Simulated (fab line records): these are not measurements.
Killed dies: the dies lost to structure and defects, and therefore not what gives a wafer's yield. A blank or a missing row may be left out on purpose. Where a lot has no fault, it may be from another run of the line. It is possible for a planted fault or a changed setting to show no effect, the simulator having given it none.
Struck lot and sound lot, side by side / flow n5-finfet / 24 out of 1938 route steps
Sound: wafers L317.1, L317.2, L317.4. The struck wafers were L320.2, L320.3, L320.5. The cause comes at the end.
Each step with rows lists, per side, the tool, then ch with its chambers, then its first start. Under that, the readings that differ: sound wafers / struck wafers / difference of the means / sigmas: that difference in standard deviations of wafers without a fault.
alike: readings with means less than 2 such deviations apart, plus words and numbers identical on both sides. not compared: withheld readings, readings lacking a value on some wafer, bounds such as >300 that could conceal the same value, and numbers that have no deviation in the record and whose values overlap.
Wherever a step has rows on one side only, a row that says differs or no value, or a row with sigmas, the two part there. Numbers that don't overlap but have no deviation are shown without sigmas and don't part them. A reading missing from all wafers of one side parts the sides only when that side holds two or more wafers.

first, 8 steps without rows for these wafers: N5_BEOL_M4_SPUTTER_96 (material Cu, target thk 4.5 nm, time 8.29 s); N5_BEOL_M4_ECD_50 (material Cu, target thk 300 nm); N5_BEOL_M4_ANNEAL_51 (time 90 s); N5_BEOL_M4_CMP_52 (polishes, stops on SiOC, t overpolish 6.8 s, target thk 40 nm); N5_BEOL_M4_PRE_CLEAN_60 (time 15 s); N5_BEOL_M4_CO_CAP_55 (material Co, precursor CCTBA/H2, target thk 2 nm, time 102.1 s); N5_BEOL_M4_PRE_CLEAN_56 (time 15 s); N5_BEOL_M4_DEP_57 (deposits SiCN from 3MS/NH3, target thk 8 nm, time 14 s).
N5_BEOL_M5_ILD_DEP_00: deposits SiCOH lowk from DEMS/porogen, target thk 140.64 nm, time 25.9 s.
  sound on pecvd-02 ch 0,2, day 9 06:24; struck on pecvd-02 ch 0,2, day 9 22:25
  alike: heater-power-w, showerhead-plenum-p-Torr, susceptor-temp-C, throttle-valve-pct
then, 12 steps without rows for these wafers: N5_BEOL_M5_CURE_79 (cures SiCOH lowk, time 240 s); N5_BEOL_M5_PECVD_70 (deposits SiO2 from TEOS/O2, target thk 16 nm, time 18 s); N5_BEOL_M5_HM_DEP_02 (deposits TiN, target thk 20 nm); N5_BEOL_M5_COAT_59 (time 60 s, resist thk 60 nm); N5_BEOL_M5_COAT_60 (time 60 s, resist thk 12 nm); N5_BEOL_M5_COAT_71 (time 60 s, resist thk 5 nm); N5_BEOL_M5_COAT_05 (resist thk 30 nm); N5_BEOL_M5_EBR_07; N5_BEOL_M5_SOFTBAKE_06 (time 60 s); N5_BEOL_M5_EXPOSE_08 (exposes mask M5, target cd 28 nm); N5_BEOL_M5_PEB_09 (peb time 60 s); N5_BEOL_M5_DEVELOP_10 (develop time 30 s).
N5_BEOL_M5_INSPECT_13: inspects for defects (brightfield).
  struck on defect-inspect-02, day 10 01:14; sound on defect-inspect-02, day 9 08:34
reading=raw-defect-count; sound=377 415 456; struck=885 826 784; difference=+416; sigmas=+5
then, 1 step without rows for these wafers: N5_BEOL_M5_DESCUM_16 (chemistry O2, time 7 s).
-- here the record skips 4 days between the struck wafers' starts before and after, leaving off in module BEOL_M5 and picking up in module PASSIVATION (first step shown: number 1936 of the route) --
N5_PASSIVATION_PROBE_49:
  the record has rows for the struck wafers here (prober-01, day 14 04:41) and none for the sound ones

## WHERE THEY PART
At N5_BEOL_M5_INSPECT_13 first; at N5_PASSIVATION_PROBE_49 last (within this record only).

WHY: what the simulator had put in
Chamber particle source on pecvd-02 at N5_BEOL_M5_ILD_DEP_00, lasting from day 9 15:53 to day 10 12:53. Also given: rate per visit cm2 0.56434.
